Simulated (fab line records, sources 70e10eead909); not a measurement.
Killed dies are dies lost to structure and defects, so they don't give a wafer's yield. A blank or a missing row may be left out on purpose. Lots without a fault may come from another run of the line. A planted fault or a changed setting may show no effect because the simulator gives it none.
fab line records | flow nand_harc
record lots=6 wafers=18 last_day=23
route steps=1159 shown P_M2@330 END@1159
lots that met no fault: from a run of the same line without faults
start_h: hours from the record's first day to the start of the lot's first wafer shown | wait_h: hours since the lot's step before | " the same as in the row above | L1.1+2: a row that stands for several wafers | - no value, or no start given | * or withheld: withheld | < > ~ a bound
route shown NAME@n: a module of which the file shows steps, and the number in the route of the first | usual: mean/standard deviation of fault-free wafers | same: alike in all rows | chamber/n: place in a boat | sites: the reading at each site | _std_site: their standard deviation | _edge_site: outer sites' mean less inner sites' | radius_mm: how far each site lies from the wafer's centre | mask NAME#n: copy n | behind: the tool/chamber that last shaped the wafer | hold: why the lot was held/for how many hours/how that ended | device: the transistor (n, p or np) that didn't switch | end of line: the same wafers' tests at the end of the route | a step without rows: its recipe alone | killed: dies lost to structure and defects at the first sort, not the wafer's yield | map: a wafer's dies, x killed, . not, _ none there
set.NAME: the setting as run; set.NAME@STEP: as run at that earlier step | model.NAME: the simulator's own value behind a step, which no gauge read
lots at some steps of the route; a table a step, a row a wafer
services: from which hour (start_h, from the record's first day; less than 0 if before it) a tool's chamber was out of use, for how many hours, and why
## steps
# step NHARC_P_M2_INSPECT_11
# usual raw_defect_count=4.8/2.8
# columns lot.wafer tool chamber start_h wait_h raw_defect_count
L279.1 defect_inspect-02 - 138.49 0.0 2
L279.5 " - " " 2
L279.6 " - " " 2
L283.2 defect_inspect-02 - 162.85 0.0 5
L283.3 " - " " 7
L283.4 " - " " 2
L288.1 defect_inspect-01 - 177.93 0.0 11
L288.2 " - " " 3
L288.5 " - " " 7
L290.1 defect_inspect-02 - 203.06 0.0 3
L290.4 " - " " 6
L290.6 " - " " 8
L298.1 defect_inspect-02 - 237.43 0.0 3
L298.2 " - " " 7
L298.3 " - " " 2
L297.2 defect_inspect-02 - 239.09 0.0 2
L297.5 " - " " 3
L297.6 " - " " 5
# step NHARC_P_M2_DESCUM_14
# recipe time_s=3 o2_flow_sccm=200 ar_flow_sccm=0 bias_power_w=0 chemistry=O2
# step NHARC_P_M2_ETCH_35
# recipe target_depth_a=400 overetch_a=120 time_s=43.94 ion_energy_ev=200 n2_flow_sccm=150 h2_flow_sccm=150 ar_flow_sccm=0 rf_w=400 bias_w=150 chemistry=N2/H2
# step NHARC_P_M2_ETCH_15
# recipe target_depth_a=1825 time_s=91.2 c4f8_flow_sccm=withheld ar_flow_sccm=400 rf_w=600 bias_w=300 chemistry=C4F8/Ar
# step NHARC_P_M2_CD_MEAS_16
# usual cd_nm=170.5/1.1
# columns lot.wafer tool chamber start_h wait_h cd_nm
L279.1 cd_sem-02 - 139.12 - 169.8
L279.5 " - " " 170.7
L279.6 " - " " 170.9
L283.2 cd_sem-03 - 163.22 - 172.6
L283.3 " - " " 170.7
L283.4 " - " " 167.8
L288.1 cd_sem-01 - 178.29 - 171.1
L288.2 " - " " 171.7
L288.5 " - " " 170.5
L290.1 cd_sem-02 - 203.42 - 169.5
L290.4 " - " " 171.8
L290.6 " - " " 169.8
L298.1 cd_sem-02 - 237.79 - 170.3
L298.2 " - " " 169.0
L298.3 " - " " 169.3
L297.2 cd_sem-03 - 239.46 - 170.2
L297.5 " - " " 171.5
L297.6 " - " " 172.1
# step NHARC_P_M2_STRIP_18
# recipe power_w=1000 n2_flow_sccm=150 h2_flow_sccm=150 ar_flow_sccm=0 bias_w=0 chemistry=N2/H2
# usual chamber_pressure_mTorr=30.00/0.031 drypump_motor_current_A=5.7/0.47 oes_product_au=0.995/0.011 rf_vpp_V=91.0/0.95 showerhead_plenum_p_Torr=2.08/0.09 throttle_valve_pct=14.172/0.009
# columns lot.wafer tool chamber start_h wait_h chamber_pressure_mTorr drypump_motor_current_A oes_product_au rf_hours_counter_h rf_vpp_V showerhead_plenum_p_Torr throttle_valve_pct
L279.1 rie_diel-03 1 139.20 0.1 29.98 5.1 0.984 3 90.8 2.15 14.164
L279.6 " 1 " " 30.02 5.1 1.000 - 91.5 2.15 14.167
L279.5 " 2 " " 29.99 5.6 0.977 - 90.8 2.10 14.164
L283.2 rie_diel-03 2 163.31 0.1 30.00 5.7 0.982 4 92.4 2.09 14.168
L283.4 " 3 " " 29.99 5.8 1.007 4 91.5 2.18 14.184
L283.3 " 0 " " 30.01 5.8 0.994 4 88.5 1.94 14.166
L288.1 rie_diel-03 1 178.42 0.1 30.02 5.1 0.994 5 92.3 2.15 14.172
L288.2 " 2 " " 30.00 5.7 0.991 5 91.0 2.09 14.190
L288.5 " 3 " " 29.98 5.8 1.003 - 92.9 2.18 14.189
L290.1 rie_diel-03 2 203.55 0.1 29.95 5.7 0.977 6 90.3 2.10 14.164
L290.4 " 3 " " 30.01 5.8 1.007 5 89.7 2.18 14.173
L290.6 " 0 " " 29.98 5.9 1.002 - 90.8 1.94 14.188
L298.1 rie_diel-03 3 237.87 0.1 29.96 5.8 0.992 1 90.8 2.18 14.171
L298.3 " 0 " " 30.07 5.9 0.993 1 88.8 1.94 14.179
L298.2 " 1 " " 30.02 5.1 0.999 1 92.0 2.14 14.174
L297.2 rie_diel-03 2 239.58 0.1 30.00 5.6 0.989 1 89.8 2.09 14.153
L297.6 " 0 " " 30.00 5.9 0.980 - 91.1 1.94 14.174
L297.5 " 1 " " 30.03 5.1 1.003 - 92.9 2.14 14.181
# step NHARC_P_M2_ETCH_28
# recipe target_depth_a=300 over_etch_frac=0.3 time_s=72.99 ion_energy_ev=150 cf4_flow_sccm=50 n2_flow_sccm=100 ar_flow_sccm=150 rf_w=300 bias_w=100 chemistry=CF4/N2
# usual chamber_pressure_mTorr=30.00/0.035 drypump_motor_current_A=5.7/0.47 oes_product_au=0.994/0.011 rf_vpp_V=314.9/2 showerhead_plenum_p_Torr=2.67/0.1 throttle_valve_pct=19.792/0.0095
# columns lot.wafer tool chamber start_h wait_h chamber_pressure_mTorr drypump_motor_current_A oes_product_au rf_hours_counter_h rf_vpp_V showerhead_plenum_p_Torr throttle_valve_pct
L279.1 rie_diel-03 2 - - 29.97 5.6 0.980 3 315.1 2.69 19.788
L279.6 " 1 " " 29.97 5.1 0.998 - 316.0 2.75 19.808
L279.5 " 2 " " 29.97 5.7 0.989 - 316.5 2.69 19.812
L283.3 rie_diel-03 1 - - 30.04 5.1 1.000 4 316.2 2.75 19.797
L283.2 " 2 " " 30.02 5.7 0.973 5 314.3 2.69 19.797
L283.4 " 3 " " 30.06 5.8 1.009 4 316.7 2.79 19.772
L288.2 rie_diel-03 0 - - 29.98 5.9 0.995 5 312.9 2.51 19.786
L288.1 " 3 " " 30.03 5.8 1.017 5 317.9 2.79 19.787
L288.5 " 0 " " 30.01 5.8 0.986 - 312.1 2.51 19.779
L290.1 rie_diel-03 2 - - 29.97 5.7 0.980 6 316.4 2.69 19.777
L290.4 " 0 " " 30.03 5.9 0.993 5 311.3 2.51 19.792
L290.6 " 1 " " 30.01 5.1 0.986 - 316.2 2.75 19.803
L298.1 rie_diel-03 1 - - 29.96 5.1 1.003 1 315.1 2.75 19.800
L298.2 " 2 " " 29.95 5.7 0.989 1 315.5 2.69 19.814
L298.3 " 3 " " 29.98 5.8 0.990 1 316.0 2.79 19.790
L297.2 rie_diel-03 2 - - 29.99 5.7 0.990 1 315.4 2.69 19.804
L297.5 " 1 " " 30.02 5.1 1.003 - 316.9 2.75 19.797
L297.6 " 2 " " 30.00 5.7 0.987 - 314.0 2.69 19.795
# step NHARC_P_M2_STRIP_19
# recipe time_s=600 temp_c=30 chemistry=post_etch_residue_remover
# step NHARC_P_M2_DEGAS_29
# recipe temp_c=250 time_s=60
# step NHARC_P_M2_PRE_CLEAN_30
# recipe time_s=30 temp_c=280 gas=H2/He
# step NHARC_P_M2_PVD_20
# recipe target_thk_a=50 bias_v=168.6 power_w=15000 chamber_pressure_pa=0.12 time_s=8.06 substrate_temp_c=50 material=TaN
# usual cathode_dc_power_W=15000/2.6 throttle_valve_pct=30.5/1.3
# columns lot.wafer tool chamber start_h wait_h cathode_dc_power_W throttle_valve_pct
L279.1 pvd_sputter-03 - - - 15003 31.9
L279.5 " - " " 14999 28.6
L279.6 " - " " 15001 32.2
L283.2 pvd_sputter-03 - - - 14999 32.2
L283.3 " - " " 15001 31.9
L283.4 " - " " 14997 28.8
L288.1 pvd_sputter-01 - - - 15002 29.3
L288.2 " - " " 14998 29.0
L288.5 " - " " 15001 29.4
L290.4 pvd_sputter-03 - - - 15002 32.1
L290.1 " - " " 14999 32.2
L290.6 " - " " 15001 28.7
L298.2 pvd_sputter-03 - - - 14998 32.3
L298.1 " - " " 14996 31.7
L298.3 " - " " 14998 28.4
L297.2 pvd_sputter-02 - - - 14998 30.3
L297.6 " - " " 15003 29.6
L297.5 " - " " 14996 30.7
# step NHARC_P_M2_PVD_21
# recipe target_thk_a=300 chamber_pressure_pa=5 power_w=5000 substrate_temp_c=30 time_s=20.49 material=Cu
# usual cathode_dc_power_W=4999.9/0.91 throttle_valve_pct=30.5/1.3
# columns lot.wafer tool chamber start_h wait_h cathode_dc_power_W throttle_valve_pct
L279.1 pvd_sputter-03 - - - 4998.2 32.1
L279.5 " - " " 5000.3 32.2
L279.6 " - " " 5000.9 31.0
L283.3 pvd_sputter-03 - - - 4998.9 31.3
L283.2 " - " " 5000.0 28.7
L283.4 " - " " 5000.2 32.3
L288.1 pvd_sputter-01 - - - 5001.1 29.9
L288.2 " - " " 4998.9 30.3
L288.5 " - " " 4998.9 29.2
L290.1 pvd_sputter-03 - - - 5001.8 32.1
L290.4 " - " " 4998.8 32.1
L290.6 " - " " 5000.4 28.5
L298.2 pvd_sputter-03 - - - 5001.6 31.8
L298.3 " - " " 4999.4 28.7
L298.1 " - " " 5000.9 32.1
L297.2 pvd_sputter-02 - - - 5000.8 30.2
L297.6 " - " " 4998.9 30.9
L297.5 " - " " 4998.7 30.2
# step NHARC_P_M2_ECD_22
# recipe target_thk_a=4000 bath_temp_c=25 material=Cu
# columns lot.wafer tool chamber start_h wait_h
L279.1+5+6 ecd_cu-01 1,1,0 140.24 -
L283.2+4+3 ecd_cu-02 0,0,1 164.37 -
L288.2+1+5 ecd_cu-01 1,0,1 179.37 -
L290.1+4+6 ecd_cu-01 0,1,1 204.54 -
L298.1+2+3 ecd_cu-01 1,0,0 238.90 -
L297.2+5+6 ecd_cu-01 0,0,1 240.53 -
# step NHARC_P_M2_ANNEAL_31
# recipe temp_c=225 time_s=90
# usual wafer_temp_C_max=226.0/0.39
# columns lot.wafer tool chamber start_h wait_h wafer_temp_C_max
L279.1 rtp_anneal-02 0 140.61 - 225.4
L279.5 " 0 " " 225.6
L279.6 " 0 " " 225.4
L283.2 rtp_anneal-01 0 164.80 - 226.5
L283.3 " 0 " " 226.6
L283.4 " 0 " " 226.2
L288.1 rtp_anneal-01 0 179.74 - 226.4
L288.2 " 0 " " 226.8
L288.5 " 0 " " 226.2
L290.1 rtp_anneal-01 0 204.94 0.4 226.0
L290.4 " 0 " " 226.2
L290.6 " 0 " " 225.9
L298.1 rtp_anneal-01 0 239.30 0.4 226.4
L298.2 " 0 " " 225.9
L298.3 " 0 " " 227.3
L297.2 rtp_anneal-02 0 240.96 0.4 225.6
L297.5 " 0 " " 225.7
L297.6 " 0 " " 225.8
# step NHARC_P_M2_CMP_23
# recipe t_overpolish_s=20 target_thk_nm=144.3
# usual edge_zone_pressure_frac=1.000/0.0048 motor_current_A=11.6/1.1 time_to_endpoint_s=29.4/2.7
# columns lot.wafer tool chamber start_h wait_h edge_zone_pressure_frac motor_current_A time_to_endpoint_s
L279.1 cmp-02 2 140.95 - 1.006 11.2 33.2
L279.5 " 2 " " 1.008 10.4 33.7
L279.6 " 3 " " 1.002 12.7 31.1
L283.2 cmp-03 1 165.09 - 1.003 9.9 34.1
L283.4 " 2 " " 0.996 10.5 34.3
L283.3 " 3 " " 0.996 11.2 29.9
L288.1 cmp-04 3 180.11 - 1.007 12.7 31.6
L288.2 " 1 " " 0.999 13.0 22.0
L288.5 " 3 " " 1.000 13.1 27.5
L290.1 cmp-03 2 205.29 - 1.000 9.8 28.2
L290.4 " 1 " " 0.995 10.5 29.2
L290.6 " 2 " " 1.002 10.7 29.0
L298.3 cmp-04 1 239.65 - 0.997 12.5 43.7
L298.1 " 2 " " 0.995 11.4 28.1
L298.2 " 0 " " 0.998 11.0 45.3
L297.2 cmp-03 3 241.31 - 1.011 11.0 49.0
L297.6 " 1 " " 1.002 11.0 31.9
L297.5 " 2 " " 1.000 10.6 52.7
# step NHARC_P_M2_THK_MEAS_24
# recipe thk_meas_gauge=xrf
# usual thk_nm=144.2/1.5
# columns lot.wafer tool chamber start_h wait_h thk_nm
L279.1 film_metro-01 - 141.26 - 145.0
L279.5 " - " " 144.5
L279.6 " - " " 143.0
L283.2 film_metro-02 - 165.41 - 147.1
L283.3 " - " " 145.3
L283.4 " - " " 146.7
L288.1 film_metro-02 - 180.40 - 143.5
L288.2 " - " " 140.6
L288.5 " - " " 143.2
L290.1 film_metro-01 - 205.61 - 142.7
L290.4 " - " " 142.6
L290.6 " - " " 142.3
L298.1 film_metro-01 - 239.96 - 145.0
L298.2 " - " " 146.3
L298.3 " - " " 142.3
L297.2 film_metro-02 - 241.57 - 144.6
L297.5 " - " " 145.6
L297.6 " - " " 147.9
# step NHARC_END_SORT_01
# recipe temp_c=25
# usual defect_limited_yield=95.5/1.4 killed_at_array=26/9.7 killed_at_other=1.0/1.2 killed_at_periphery=3.9/2.6 killed_dies=31/9.7 killed_open=3.2/1.8 killed_short=2.0/1.3 sort_bin_2_pct=1.4/0.6 sort_bin_3_pct=0.23/0.2 sort_bin_4_pct=2.9/0.97 sort_n_pass=646/9.7 sort_rim_yield_pct=95.7/2.6 sort_yield_pct=95.5/1.4
# same gross_dies=677 sort_bin_5_pct[%]=0 sort_bin_6_pct[%]=0 sort_bin_7_pct[%]=0 sort_bin_8_pct[%]=0 sort_rim_n_gross=106.00
# columns lot.wafer tool chamber start_h wait_h defect_limited_yield[%] killed_at_array killed_at_other killed_at_periphery killed_dies killed_open killed_short sort_bin_2_pct[%] sort_bin_3_pct[%] sort_bin_4_pct[%] sort_n_pass sort_rim_yield_pct[%] sort_yield_pct[%]
L279.1 prober-01 0 452.90 2.5 96.5 22 0 2 24 3 0 0.7 0.15 2.7 653 100.0 96.5
L279.5 prober-01 0 456.13 3.7 96.3 24 0 1 25 2 4 1.2 0.74 1.8 652 98.1 96.3
L279.6 prober-01 0 456.94 4.0 96.0 24 2 1 27 4 2 1.3 0.15 2.5 650 94.3 96.0
L290.1 prober-01 0 504.11 2.5 96.3 16 5 4 25 2 1 1.2 0.15 2.4 652 98.1 96.3
L290.4 prober-01 0 506.53 3.4 93.6 32 1 10 43 5 4 1.6 0.15 4.6 634 97.2 93.6
L290.6 prober-01 0 508.14 4.0 95.3 22 4 6 32 2 3 0.6 0.44 3.7 645 92.5 95.3
# killed by level:class
L279.1 A_CHANNEL_HOLE_D1:chamber_film_flake=12 A_ZERO_WELL:chamber_film_flake=3 A_CHANNEL_FILL_D1:geometric_particle:open=1 A_CONTACT:geometric_particle:open=1 A_M0:geometric_particle:open=1 P_STI:chamber_film_flake=1 P_CONTACT:chamber_film_flake=1 A_STAIRCASE:chamber_film_flake=1
L279.5 A_CHANNEL_HOLE_D1:chamber_film_flake=12 A_CONTACT:chamber_film_flake=3 A_STAIRCASE:chamber_film_flake=2 P_STI:geometric_particle:short=1 A_ONON_D1:geometric_particle:short=1 A_CHANNEL_FILL_D1:geometric_particle:short=1 A_WL_FILL:geometric_particle:open=1 A_CONTACT:geometric_particle:open=1
L279.6 A_CHANNEL_HOLE_D1:chamber_film_flake=12 A_SLIT:chamber_film_flake=3 A_WL_FILL:geometric_particle:open=2 A_STAIRCASE:chamber_film_flake=2 THIN_TSV:chamber_film_flake=2 P_M0:geometric_particle:open=1 A_CHANNEL_FILL_D1:geometric_particle:short=1 A_WL_FILL:geometric_particle:short=1
L290.1 A_SLIT:chamber_film_flake=8 A_CHANNEL_HOLE_D1:chamber_film_flake=3 A_CONTACT:chamber_film_flake=3 HYBRID_BOND:chamber_film_flake=3 THIN_TSV:chamber_film_flake=2 P_GATE:geometric_particle:open=1 P_CONTACT:geometric_particle:open=1 A_BLC:geometric_particle:short=1
L290.4 A_SLIT:chamber_film_flake=20 P_CONTACT:chamber_film_flake=4 A_CHANNEL_HOLE_D1:chamber_film_flake=3 P_CONTACT:geometric_particle:open=2 A_CHANNEL_FILL_D1:geometric_particle:short=2 A_CONTACT:chamber_film_flake=2 P_GATE:geometric_particle:open=1 P_M0:geometric_particle:open=1
L290.6 A_SLIT:chamber_film_flake=9 P_CONTACT:chamber_film_flake=5 A_CHANNEL_HOLE_D1:chamber_film_flake=3 A_CONTACT:chamber_film_flake=3 THIN_TSV:chamber_film_flake=3 A_ONON_D1:geometric_particle:short=1 A_ONON_D1:geometric_particle:open=1 A_STAIRCASE:geometric_particle:short=1
## services
# columns tool chamber start_h hours kind
cmp-03 - 118.10 1.6 repair
cmp-02 - 119.69 4.3 repair
rie_diel-03 0 120.80 - clean
rie_diel-03 1 120.80 - clean
rie_diel-03 2 120.80 - clean
rie_diel-03 3 120.80 - clean
cmp-04 - 127.30 0.9 repair
cmp-02 - 128.50 4.0 pm
rie_diel-03 0 145.30 - clean
rie_diel-03 1 145.30 - clean
rie_diel-03 2 145.30 - clean
rie_diel-03 3 145.30 - clean
cmp-03 - 156.06 4.0 pm
pvd_sputter-01 - 158.03 10.0 pm
rie_diel-03 0 169.80 - clean
rie_diel-03 1 169.80 - clean
cmp-02 - 180.11 0.5 repair
ecd_cu-02 - 180.24 8.0 pm
rie_diel-03 3 193.55 5.7 repair
cmp-04 - 203.21 4.0 pm
cmp-02 - 211.49 0.3 repair
pvd_sputter-02 - 214.04 10.0 pm
rie_diel-03 - 215.30 9.0 pm
cmp-02 - 226.50 4.0 pm
## key
first_sign step=NHARC_P_M2_CMP_23 reading=time_to_endpoint_s direction=up sigmas=6.9 usual=* struck=*
effect none on later readings
met_at NHARC_P_M2_ECD_22
struck_wafers L297.2,L297.5,L298.2,L298.3
onset_between 204.54 238.90
fault kind=process_parameter_drift tool=ecd_cu-01 chamber=0 onset_h=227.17 steps=NHARC_P_M2_ECD_22 channel=target_thk_a offset=* shape=step end_h=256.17 acts_in=* stated=*
